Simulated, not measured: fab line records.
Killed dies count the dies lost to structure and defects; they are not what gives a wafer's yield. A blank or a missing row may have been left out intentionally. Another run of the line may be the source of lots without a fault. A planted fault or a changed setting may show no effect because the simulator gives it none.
Which tool was responsible? / flow n5-finfet / 8 lots, 24 wafers sampled, at 3 steps of a route of 1938

WHAT EACH GAUGE READ, for each wafer
N5_MOL_CONTACT_COAG_CD_MEAS_08: the cd target is 28 nm.
lot=L187; measured=day 4 15:23; on=cd-sem-03; cd-nm (nm)=27.84 27.92 27.99
lot=L188; measured=day 4 21:13; on=cd-sem-02; cd-nm (nm)=28.02 28.10 28.40
lot=L189; measured=day 5 08:32; on=cd-sem-02; cd-nm (nm)=27.43 27.54 28.32
lot=L196; measured=day 6 20:59; on=cd-sem-02; cd-nm (nm)=29.42 29.22 29.28
lot=L200; measured=day 7 20:58; on=cd-sem-03; cd-nm (nm)=28.97 29.36 29.01
lot=L204; measured=day 9 03:54; on=cd-sem-02; cd-nm (nm)=28.22 28.15 28.18
lot=L209; measured=day 10 07:25; on=cd-sem-01; cd-nm (nm)=27.76 28.17 27.65
lot=L210; measured=day 10 11:17; on=cd-sem-01; cd-nm (nm)=27.90 28.09 28.16

EACH LOT AND THE TOOL THAT RAN IT (in order: tool; ch and the chambers of the sampled wafers; start)
lot=L187; N5_GATE_CUT_ETCH_47=rie-metal-01 ch 0,1, day 4 12:16; N5_MOL_CONTACT_COAG_EXPOSE_05=euv-scanner-01 ch 0, day 4 15:15
lot=L188; N5_GATE_CUT_ETCH_47=rie-metal-01 ch 0,1, day 4 17:50; N5_MOL_CONTACT_COAG_EXPOSE_05=euv-scanner-01 ch 0, day 4 21:05
lot=L189; N5_GATE_CUT_ETCH_47=rie-metal-02 ch 0,1, day 5 05:18; N5_MOL_CONTACT_COAG_EXPOSE_05=euv-scanner-02 ch 0, day 5 08:25
lot=L196; N5_GATE_CUT_ETCH_47=rie-metal-03 ch 0, day 6 17:46; N5_MOL_CONTACT_COAG_EXPOSE_05=euv-scanner-01 ch 0, day 6 20:52
lot=L200; N5_GATE_CUT_ETCH_47=rie-metal-03 ch 0,1, day 7 17:35; N5_MOL_CONTACT_COAG_EXPOSE_05=euv-scanner-01 ch 0, day 7 20:50
lot=L204; N5_GATE_CUT_ETCH_47=rie-metal-03 ch 0,1, day 8 21:03; N5_MOL_CONTACT_COAG_EXPOSE_05=euv-scanner-02 ch 0, day 9 03:47
lot=L209; N5_GATE_CUT_ETCH_47=rie-metal-01 ch 0,1, day 10 04:10; N5_MOL_CONTACT_COAG_EXPOSE_05=euv-scanner-02 ch 0, day 10 07:17
lot=L210; N5_GATE_CUT_ETCH_47=rie-metal-01 ch 0,1, day 10 08:10; N5_MOL_CONTACT_COAG_EXPOSE_05=euv-scanner-02 ch 0, day 10 11:10
- N5_GATE_CUT_ETCH_47: etches SiO2 in Cl2/BCl3, target depth 10 nm.
- N5_MOL_CONTACT_COAG_EXPOSE_05: exposes mask CA, defocus 0 nm.

THE ANSWER, worked out from the rows above alone
Rule: usual is defined by the lots themselves. Put in order of their means at a reading, lots are off if they are a third of the lots or fewer, leave a main group of 4 or more, and stand apart from it by a gap of 3 or more times the standard deviation of the main group's means; of several such gaps the widest counts. If all means in a main group match to the digits the tables above print for the reading, that group is not used. A lot without any number at a reading at which 4 lots or more have one is off too. The other lots that the step has rows for count as sound.
Off: L196, L200 (N5_MOL_CONTACT_COAG_CD_MEAS_08, cd-nm). For the main group the mean is 27.99 nm and the standard deviation 0.16.
If a tool, at a process step before that reading, ran all the lots that are off and no sound lot after the first of them, it fits. Those tools and the gauges at N5_MOL_CONTACT_COAG_CD_MEAS_08 are tried in the same way. One candidate fits, namely euv-scanner-01 at N5_MOL_CONTACT_COAG_EXPOSE_05. A fault onset in the window from L188 (day 4 21:05, its last sound lot) to L196 (day 6 20:52, its first lot off) fits.

WHAT THE SIMULATOR HAD INSERTED
Process parameter drift: euv-scanner-01, from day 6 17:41 on, at N5_MOL_CONTACT_COAG_EXPOSE_05. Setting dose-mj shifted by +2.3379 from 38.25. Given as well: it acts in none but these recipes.
Struck lots among those shown: L196, L200. The same result came from the rule above.
